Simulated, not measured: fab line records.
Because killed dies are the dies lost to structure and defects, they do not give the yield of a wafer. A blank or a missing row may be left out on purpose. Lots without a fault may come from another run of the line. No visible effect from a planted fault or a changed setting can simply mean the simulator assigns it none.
What tool caused it? -- flow nand harc -- 12 lots with 36 wafers sampled at 5 steps, on a route of 1302 steps

== WHAT EACH GAUGE READ, for each wafer ==
NHARC_P_ZERO_WELL_CD_MEAS_52 targets a cd of 2000 nm. Usual: 1999.3 nm for cd nm, sd 1.6.
lot,measured,on,cd nm (nm),flag
L449,day 2 01:58,cd sem-02,2000.8 1998.6 2001.1,
L451,day 2 21:49,cd sem-01,2001.3 1998.2 2002.6,
L453,day 3 17:40,cd sem-01,1998.2 2000.1 2001.0,
L455,day 4 16:35,cd sem-01,1999.6 1998.5 1999.3,
L457,day 5 09:38,cd sem-01,1998.2 2002.2 1999.0,
L460,day 6 15:55,cd sem-03,2001.9 2003.7 2001.3,
L461,day 7 01:46,cd sem-01,2001.3 1997.1 1997.9,
L464,day 8 07:52,cd sem-03,2000.5 1997.6 2000.1,
L469,day 10 09:51,cd sem-01,1998.1 2000.8 2045.8,OFF
L470,day 10 20:21,cd sem-01,2000.7 1997.6 2044.2,OFF
L471,day 11 05:47,cd sem-02,1999.9 2001.1 1998.2,
L472,day 11 15:49,cd sem-02,2000.9 2000.3 1998.6,

NHARC_P_STI_INSPECT_25. Usual: 212 for raw defect count, sd 84.
lot,measured,on,raw defect count,flag
L449,day 4 07:27,defect inspect-01,178 127 302,
L451,day 4 17:53,defect inspect-02,133 205 160,
L453,day 5 16:11,defect inspect-01,99 143 89,
L455,day 6 19:56,defect inspect-01,91 193 192,
L457,day 7 14:32,defect inspect-01,135 249 260,
L460,day 8 13:24,defect inspect-02,523 255 198,
L461,day 9 00:25,defect inspect-01,283 300 287,
L464,day 10 10:35,defect inspect-01,202 227 230,
L469,day 12 13:16,defect inspect-01,204 284 163,
L470,day 12 18:34,defect inspect-02,246 118 166,
L471,day 13 05:03,defect inspect-01,104 135 145,
L472,day 13 13:53,defect inspect-02,149 154 214,

== TOOL THAT RAN EACH LOT (tool first, then ch and the chambers of the sampled wafers, then the start) ==
lot,NHARC_P_ZERO_WELL_DESCUM_13,NHARC_P_ZERO_WELL_ETCH_65,NHARC_P_ZERO_WELL_EXPOSE_49
L449,"rie diel-02 ch 0,1,3, day 1 21:18","rie diel-02 ch 1,3, day 1 21:22","krf scanner-03 ch 0, day 2 01:49"
L451,"rie diel-11 ch 0,1,3, day 2 17:24","rie diel-11 ch 0,1,3, day 2 17:30","krf scanner-03 ch 0, day 2 21:40"
L453,"rie diel-11 ch 2,3, day 3 13:26","rie diel-11 ch 0,1,2, day 3 13:31","krf scanner-04 ch 0, day 3 17:31"
L455,"rie diel-10 ch 0,2,3, day 4 09:16","rie diel-10 ch 0,2,3, day 4 09:23","krf scanner-02 ch 0, day 4 16:26"
L457,"rie diel-02 ch 1,2, day 5 05:24","rie diel-02 ch 0,2,3, day 5 05:29","krf scanner-04 ch 0, day 5 09:29"
L460,"rie diel-10 ch 0,1, day 6 11:25","rie diel-10 ch 0,3, day 6 11:31","krf scanner-04 ch 0, day 6 15:46"
L461,"rie diel-10 ch 1,2,3, day 6 21:26","rie diel-10 ch 0,2,3, day 6 21:31","krf scanner-02 ch 0, day 7 01:37"
L464,"rie diel-11 ch 1,2,3, day 8 03:25","rie diel-11 ch 2,3, day 8 03:29","krf scanner-03 ch 0, day 8 07:43"
L469,"rie diel-10 ch 1,2, day 10 05:24","rie diel-10 ch 1,2,3, day 10 05:31","krf scanner-02 ch 0, day 10 09:42"
L470,"rie diel-11 ch 0,2, day 10 16:00","rie diel-11 ch 1,2,3, day 10 16:06","krf scanner-02 ch 0, day 10 20:11"
L471,"rie diel-11 ch 0,3, day 11 01:17","rie diel-11 ch 0,1,2, day 11 01:23","krf scanner-03 ch 0, day 11 05:38"
L472,"rie diel-11 ch 1,2,3, day 11 11:20","rie diel-11 ch 1,2,3, day 11 11:26","krf scanner-04 ch 0, day 11 15:40"
- NHARC_P_ZERO_WELL_DESCUM_13: chemistry O2, time 3 s.
- NHARC_P_ZERO_WELL_ETCH_65: etches the open film in N2/H2, target depth 80 nm, overetch 24 nm, time 87.88 s.
- NHARC_P_ZERO_WELL_EXPOSE_49: exposes mask P HVPW, target cd 2000 nm.

== WHAT THE TOOLS THEMSELVES READ (means of the sampled wafers that have a number; where no wafer has one, the mark that the record gives instead) ==
NHARC_P_ZERO_WELL_DESCUM_13. Usual: drypump motor current A 5.8 A, standard deviation 0.48; oes product au 1.000 a.u., standard deviation 0.0096; rf vpp V 57.7 V, standard deviation 0.94; showerhead plenum p Torr 1.92 Torr, standard deviation 0.1; throttle valve pct 11.311 %, standard deviation 0.0092.
lot,tool,drypump motor current A (A),oes product au (a.u.),rf vpp V (V),showerhead plenum p Torr (Torr),throttle valve pct (%),flag
L449,rie diel-02,5.5,1.005,56.9,1.85,11.308,
L451,rie diel-11,5.7,1.000,58.2,1.97,11.314,
L453,rie diel-11,6.2,0.990,57.6,1.83,11.315,
L455,rie diel-10,5.7,1.004,57.3,1.95,11.298,
L457,rie diel-02,5.9,0.995,57.4,2.03,11.303,
L460,rie diel-10,6.2,1.003,57.6,1.91,11.312,
L461,rie diel-10,6.1,0.999,57.0,1.89,11.320,
L464,rie diel-11,5.9,0.993,58.7,1.87,11.316,
L469,rie diel-10,6.0,0.998,57.6,1.83,11.321,
L470,rie diel-11,5.6,1.000,57.6,1.96,11.310,
L471,rie diel-11,6.0,0.992,57.9,1.90,11.320,
L472,rie diel-11,5.9,0.993,56.8,1.86,11.312,

NHARC_P_ZERO_WELL_ETCH_65. Usual: drypump motor current A 5.8 A, standard deviation 0.48; oes product au 1.001 a.u., standard deviation 0.0096; rf vpp V 431 V, standard deviation 3.2; showerhead plenum p Torr 2.05 Torr, standard deviation 0.11; throttle valve pct 14.172 %, standard deviation 0.0088.
lot,tool,drypump motor current A (A),oes product au (a.u.),rf vpp V (V),showerhead plenum p Torr (Torr),throttle valve pct (%),flag
L449,rie diel-02,5.3,1.004,429,2.00,14.181,
L451,rie diel-11,5.7,0.993,432,2.10,14.161,
L453,rie diel-11,5.6,0.989,431,2.08,14.169,
L455,rie diel-10,5.8,1.012,431,2.08,14.175,
L457,rie diel-02,5.8,0.996,430,2.05,14.177,
L460,rie diel-10,6.3,1.009,433,2.15,14.171,
L461,rie diel-10,5.8,1.009,431,2.07,14.169,
L464,rie diel-11,6.2,1.000,428,1.94,14.176,
L469,rie diel-10,6.1,1.004,430,2.01,14.167,
L470,rie diel-11,5.9,1.002,428,1.99,14.176,
L471,rie diel-11,5.6,0.998,431,2.06,14.177,
L472,rie diel-11,5.9,0.995,429,1.98,14.163,

== THE ANSWER, worked out from the rows above alone ==
Rule: a lot is off if the mean of its wafers that have a number lies more than 3 standard deviations from the usual mean. A lot without any number at a reading at which 4 lots or more have one is off too. Where the step has rows for the other lots, those lots are counted as sound. After the gauges, taken in route order, come the tools' own readings; for these a lot's mean is taken, as printed above. The first step at which some lot is off is used, and at that step the reading that is off furthest; a lot without a number counts as furthest.
Off at NHARC_P_ZERO_WELL_CD_MEAS_52 (cd nm): L469, L470.
A tool fits if, at a process step before that reading, it ran every lot that is off, and no sound lot after the first of them. Those tools and the gauges at NHARC_P_ZERO_WELL_CD_MEAS_52 are tried in the same way. 2 tools fit, krf scanner-02 at NHARC_P_ZERO_WELL_EXPOSE_49 and cd sem-01 at NHARC_P_ZERO_WELL_CD_MEAS_52, so this cannot tell which one it is.

== WHAT THE SIMULATOR PUT IN ==
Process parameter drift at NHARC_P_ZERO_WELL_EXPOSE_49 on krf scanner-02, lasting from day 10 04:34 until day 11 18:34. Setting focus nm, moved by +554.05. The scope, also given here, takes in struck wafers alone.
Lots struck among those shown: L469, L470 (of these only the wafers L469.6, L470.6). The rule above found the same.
